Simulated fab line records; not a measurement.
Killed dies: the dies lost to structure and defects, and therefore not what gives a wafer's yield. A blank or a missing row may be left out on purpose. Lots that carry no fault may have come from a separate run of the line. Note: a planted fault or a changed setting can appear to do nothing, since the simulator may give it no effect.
Matching of chambers + flow nandHarc + pecvd-01 running NHARC_P_M1_PRE_CLEAN_32: 3 sister chambers
The step time 12 s. 3 wafers are shown with their chamber, then 8 later ones without.

== WAFERS WITH THEIR CHAMBER ==
| wafer  | chamber | heaterPowerW (W) |
|--------|---------|------------------|
| L080.3 | 0       | 680              |
| L080.6 | 2       | 650              |
| L085.1 | 1       | 630              |

== WAFERS WHOSE CHAMBER IS MISSING ==
| wafer  | heaterPowerW (W) |
|--------|------------------|
| L085.3 | 592              |
| L085.4 | 603              |
| L091.3 | 607              |
| L091.4 | 597              |
| L091.6 | 602              |
| L096.1 | 632              |
| L096.4 | 608              |
| L096.6 | 626              |

== WHICH CHAMBER EACH WENT THROUGH ==
| wafer  | from the rows above          | in truth |
|--------|------------------------------|----------|
| L085.3 | can't be placed: 1 or 2 or 0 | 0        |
| L085.4 | can't be placed: 1 or 2 or 0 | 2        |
| L091.3 | can't be placed: 1 or 2 or 0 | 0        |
| L091.4 | can't be placed: 1 or 2 or 0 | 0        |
| L091.6 | can't be placed: 1 or 2 or 0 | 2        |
| L096.1 | can't be placed: 1 or 2 or 0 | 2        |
| L096.4 | can't be placed: 1 or 2 or 0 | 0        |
| L096.6 | can't be placed: 1 or 2 or 0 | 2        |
Placed correctly: 0 of 8. From these rows, 8 cannot be placed; in 8 the true chamber is one of the candidates. Placed wrongly: 0.
How it was worked out, from the rows above alone: a wafer's distance from a chamber is the root of the sum, over the readings, of the square of ((its reading less the chamber's mean) divided by the reading's scatter). The wafer belongs to the nearest chamber; if the next one is less than 2 further off, it can't be placed. The mean given for a chamber averages the wafers shown for that chamber. The scatter: with one shown wafer a chamber, the root of the mean of the squares of how far each hidden wafer lies from its nearest shown one.
